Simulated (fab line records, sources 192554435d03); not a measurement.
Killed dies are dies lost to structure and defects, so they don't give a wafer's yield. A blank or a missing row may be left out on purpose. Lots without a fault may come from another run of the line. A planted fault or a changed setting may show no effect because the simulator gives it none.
Which tool did it? | flow n5_finfet | 12 lots, 36 wafers sampled, at 2 steps of a route of 1938

WHAT THE GAUGES READ, wafer by wafer
N5_BEOL_M6_OVL_MEAS_12.
lot  | measured     | on         | M6_OVL (nm)
L075 | day 8 23:35  | overlay-02 | 1.1 1.1 0.6
L077 | day 9 14:19  | overlay-01 | 0.2 -1.0 -0.5
L079 | day 9 23:01  | overlay-01 | -1.1 -0.5 0.4
L080 | day 10 07:51 | overlay-01 | 2.5 2.9 0.8
L083 | day 10 21:09 | overlay-02 | 1.5 1.1 1.3
L084 | day 11 20:16 | overlay-01 | -0.2 -0.4 -0.5
L088 | day 12 01:29 | overlay-02 | 0.3 0.3 1.3
L089 | day 12 18:04 | overlay-01 | 0.5 -0.1 0.4
L092 | day 13 04:13 | overlay-01 | 0.0 -0.1 -0.1
L094 | day 13 14:27 | overlay-01 | 0.9 0.5 0.3
L096 | day 14 05:58 | overlay-01 | 1.6 0.0 -0.5
L097 | day 14 10:13 | overlay-02 | 0.1 1.0 0.3

WHICH TOOL RAN EACH LOT (tool, then ch and the chambers of the sampled wafers, then the start)
lot  | N5_BEOL_M5_CO_CAP_78
L075 | cvd_co-01 ch 0,2, day 8 20:37
L077 | cvd_co-01 ch 0,1,2, day 9 11:22
L079 | cvd_co-01 ch 0,2, day 9 21:05
L080 | cvd_co-02 ch 0,2, day 10 05:23
L083 | cvd_co-02 ch 0,2, day 10 19:33
L084 | cvd_co-02 ch 0,2, day 11 16:11
L088 | cvd_co-01 ch 0,1, day 11 23:28
L089 | cvd_co-01 ch 0,1,2, day 12 16:35
L092 | cvd_co-02 ch 0,1, day 13 00:32
L094 | cvd_co-02 ch 0,1, day 13 12:18
L096 | cvd_co-01 ch 0,1,2, day 14 03:19
L097 | cvd_co-01 ch 0,1,2, day 14 07:37
- N5_BEOL_M5_CO_CAP_78: material Co, precursor CCTBA/H2, target thk 2 nm, time 102.1 s.

THE ANSWER, worked out from the rows above alone
Rule: what is usual is taken from the lots themselves. Put in order of their means at a reading, lots are off if they are a third of the lots or fewer, leave a main group of 4 or more, and stand apart from it by a gap of 3 or more times the standard deviation of the main group's means; of several such gaps the widest counts. A main group whose means are all the same, to the digits that the tables above print for the reading, isn't used. A lot without any number at a reading at which 4 lots or more have one is off too. The other lots that the step has rows for count as sound.
No lot is off at any reading shown: from this, nothing can be told.

WHAT THE SIMULATOR HAD PUT IN
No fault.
